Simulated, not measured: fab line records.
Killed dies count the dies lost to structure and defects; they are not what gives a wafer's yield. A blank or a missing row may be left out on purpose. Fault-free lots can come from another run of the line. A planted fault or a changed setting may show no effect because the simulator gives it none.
What tool caused it? :: flow n5-finfet :: 24 lots, 72 wafers sampled, at 2 steps of a route of 1938

WHAT EACH GAUGE READ, for each wafer
N5_BEOL_M10_INSPECT_30: inspects for defects (brightfield). Usual: raw-defect-count reads 425 (standard deviation 100).
lot: L076
measured: day 11 20:50
on: defect-inspect-01
raw-defect-count: 290 295 388
flag: 

lot: L078
measured: day 12 08:53
on: defect-inspect-01
raw-defect-count: 434 393 427
flag: 

lot: L074
measured: day 12 13:16
on: defect-inspect-02
raw-defect-count: 485 693 543
flag: 

lot: L077
measured: day 12 17:14
on: defect-inspect-01
raw-defect-count: 317 357 365
flag: 

lot: L079
measured: day 12 19:32
on: defect-inspect-02
raw-defect-count: 413 442 365
flag: 

lot: L080
measured: day 12 21:49
on: defect-inspect-02
raw-defect-count: 492 352 461
flag: 

lot: L075
measured: day 13 01:43
on: defect-inspect-02
raw-defect-count: 393 484 462
flag: 

lot: L081
measured: day 13 13:44
on: defect-inspect-02
raw-defect-count: 239 304 229
flag: 

lot: L083
measured: day 13 18:58
on: defect-inspect-01
raw-defect-count: 370 579 328
flag: 

lot: L082
measured: day 13 19:05
on: defect-inspect-01
raw-defect-count: 345 574 523
flag: 

lot: L086
measured: day 14 22:27
on: defect-inspect-01
raw-defect-count: 469 557 458
flag: 

lot: L084
measured: day 15 03:29
on: defect-inspect-02
raw-defect-count: 582 473 588
flag: 

lot: L085
measured: day 15 04:01
on: defect-inspect-01
raw-defect-count: 274 346 348
flag: 

lot: L087
measured: day 15 06:38
on: defect-inspect-01
raw-defect-count: 466 326 449
flag: 

lot: L088
measured: day 15 23:53
on: defect-inspect-01
raw-defect-count: 362 356 335
flag: 

lot: L089
measured: day 15 23:50
on: defect-inspect-01
raw-defect-count: 343 479 379
flag: 

lot: L091
measured: day 15 23:56
on: defect-inspect-01
raw-defect-count: 418 428 391
flag: 

lot: L094
measured: day 16 05:11
on: defect-inspect-02
raw-defect-count: 539 603 337
flag: 

lot: L090
measured: day 16 09:12
on: defect-inspect-01
raw-defect-count: 334 379 362
flag: 

lot: L092
measured: day 16 16:10
on: defect-inspect-02
raw-defect-count: 279 314 510
flag: 

lot: L093
measured: day 16 19:19
on: defect-inspect-01
raw-defect-count: 403 358 412
flag: 

lot: L096
measured: day 17 23:07
on: defect-inspect-01
raw-defect-count: 620 454 333
flag: 

lot: L095
measured: day 17 22:57
on: defect-inspect-01
raw-defect-count: 348 355 380
flag: 

lot: L097
measured: day 18 21:43
on: defect-inspect-02
raw-defect-count: 341 334 473
flag: 

WHICH TOOL RAN EACH LOT (tool, then ch and the chambers of the sampled wafers, then the start)
lot: L076
N5_BEOL_M10_HM_DEP_02: pvd-sputter-02, day 11 19:07

lot: L078
N5_BEOL_M10_HM_DEP_02: pvd-sputter-01, day 12 05:36

lot: L074
N5_BEOL_M10_HM_DEP_02: pvd-sputter-01, day 12 09:37

lot: L077
N5_BEOL_M10_HM_DEP_02: pvd-sputter-03, day 12 14:22

lot: L079
N5_BEOL_M10_HM_DEP_02: pvd-sputter-03, day 12 18:04

lot: L080
N5_BEOL_M10_HM_DEP_02: pvd-sputter-03, day 12 18:28

lot: L075
N5_BEOL_M10_HM_DEP_02: pvd-sputter-03, day 12 22:31

lot: L081
N5_BEOL_M10_HM_DEP_02: pvd-sputter-01, day 13 12:02

lot: L083
N5_BEOL_M10_HM_DEP_02: pvd-sputter-02, day 13 16:19

lot: L082
N5_BEOL_M10_HM_DEP_02: pvd-sputter-01, day 13 16:20

lot: L086
N5_BEOL_M10_HM_DEP_02: pvd-sputter-03, day 14 18:40

lot: L084
N5_BEOL_M10_HM_DEP_02: pvd-sputter-03, day 15 02:06

lot: L085
N5_BEOL_M10_HM_DEP_02: pvd-sputter-03, day 15 02:38

lot: L087
N5_BEOL_M10_HM_DEP_02: pvd-sputter-02, day 15 04:32

lot: L088
N5_BEOL_M10_HM_DEP_02: pvd-sputter-01, day 15 21:31

lot: L089
N5_BEOL_M10_HM_DEP_02: pvd-sputter-01, day 15 21:43

lot: L091
N5_BEOL_M10_HM_DEP_02: pvd-sputter-01, day 15 22:10

lot: L094
N5_BEOL_M10_HM_DEP_02: pvd-sputter-01, day 16 03:39

lot: L090
N5_BEOL_M10_HM_DEP_02: pvd-sputter-03, day 16 06:50

lot: L092
N5_BEOL_M10_HM_DEP_02: pvd-sputter-01, day 16 14:13

lot: L093
N5_BEOL_M10_HM_DEP_02: pvd-sputter-02, day 16 17:08

lot: L096
N5_BEOL_M10_HM_DEP_02: pvd-sputter-02, day 17 17:56

lot: L095
N5_BEOL_M10_HM_DEP_02: pvd-sputter-02, day 17 18:24

lot: L097
N5_BEOL_M10_HM_DEP_02: pvd-sputter-02, day 18 19:17
- N5_BEOL_M10_HM_DEP_02: deposits TiN, target thk 20 nm.

WHAT THE TOOLS THEMSELVES READ (means of the sampled wafers that have a number; where no wafer has one, the mark that the record gives instead)
N5_BEOL_M10_HM_DEP_02. Usual: chamber-pressure-pa 0.4999 Pa, standard deviation 0.001; throttle-valve-pct 29.8 %, standard deviation 0.96.
lot: L076
tool: pvd-sputter-02
chamber-pressure-pa (Pa): 0.4997
throttle-valve-pct (%): 29.1
flag: 

lot: L078
tool: pvd-sputter-01
chamber-pressure-pa (Pa): 0.4999
throttle-valve-pct (%): 29.6
flag: 

lot: L074
tool: pvd-sputter-01
chamber-pressure-pa (Pa): 0.5015
throttle-valve-pct (%): 29.2
flag: 

lot: L077
tool: pvd-sputter-03
chamber-pressure-pa (Pa): 0.5002
throttle-valve-pct (%): 30.2
flag: 

lot: L079
tool: pvd-sputter-03
chamber-pressure-pa (Pa): 0.5002
throttle-valve-pct (%): 29.5
flag: 

lot: L080
tool: pvd-sputter-03
chamber-pressure-pa (Pa): 0.5003
throttle-valve-pct (%): 30.0
flag: 

lot: L075
tool: pvd-sputter-03
chamber-pressure-pa (Pa): 0.5007
throttle-valve-pct (%): 31.0
flag: 

lot: L081
tool: pvd-sputter-01
chamber-pressure-pa (Pa): 0.4996
throttle-valve-pct (%): 30.6
flag: 

lot: L083
tool: pvd-sputter-02
chamber-pressure-pa (Pa): 0.4993
throttle-valve-pct (%): 29.6
flag: 

lot: L082
tool: pvd-sputter-01
chamber-pressure-pa (Pa): 0.4998
throttle-valve-pct (%): 29.4
flag: 

lot: L086
tool: pvd-sputter-03
chamber-pressure-pa (Pa): 0.5002
throttle-valve-pct (%): 29.8
flag: 

lot: L084
tool: pvd-sputter-03
chamber-pressure-pa (Pa): 0.4999
throttle-valve-pct (%): 30.2
flag: 

lot: L085
tool: pvd-sputter-03
chamber-pressure-pa (Pa): 0.5002
throttle-valve-pct (%): 30.1
flag: 

lot: L087
tool: pvd-sputter-02
chamber-pressure-pa (Pa): 0.4994
throttle-valve-pct (%): 29.1
flag: 

lot: L088
tool: pvd-sputter-01
chamber-pressure-pa (Pa): 0.5004
throttle-valve-pct (%): 28.7
flag: 

lot: L089
tool: pvd-sputter-01
chamber-pressure-pa (Pa): 0.5004
throttle-valve-pct (%): 29.5
flag: 

lot: L091
tool: pvd-sputter-01
chamber-pressure-pa (Pa): 0.4990
throttle-valve-pct (%): 31.1
flag: 

lot: L094
tool: pvd-sputter-01
chamber-pressure-pa (Pa): 0.4997
throttle-valve-pct (%): 29.4
flag: 

lot: L090
tool: pvd-sputter-03
chamber-pressure-pa (Pa): 0.4996
throttle-valve-pct (%): 30.1
flag: 

lot: L092
tool: pvd-sputter-01
chamber-pressure-pa (Pa): 0.4993
throttle-valve-pct (%): 29.6
flag: 

lot: L093
tool: pvd-sputter-02
chamber-pressure-pa (Pa): 0.4996
throttle-valve-pct (%): 29.3
flag: 

lot: L096
tool: pvd-sputter-02
chamber-pressure-pa (Pa): 0.4998
throttle-valve-pct (%): 29.3
flag: 

lot: L095
tool: pvd-sputter-02
chamber-pressure-pa (Pa): 0.4998
throttle-valve-pct (%): 29.2
flag: 

lot: L097
tool: pvd-sputter-02
chamber-pressure-pa (Pa): 0.4991
throttle-valve-pct (%): 29.7
flag: 

THE ANSWER, worked out from the rows above alone
Rule: a lot is off if the mean of its wafers that have a number lies more than 3 standard deviations from the usual mean. Also off: a lot with no number at a reading for which 4 or more lots have one. All remaining lots with rows at the step are treated as sound. Order of review: gauges by route order, followed by the tools' own readings, for which a lot's mean as printed above is used. The first step at which some lot is off is used, and at that step the reading that is off furthest; a lot without a number counts as furthest.
Across all readings shown, no lot is off: no conclusion can be drawn from this.

WHAT THE SIMULATOR PUT IN
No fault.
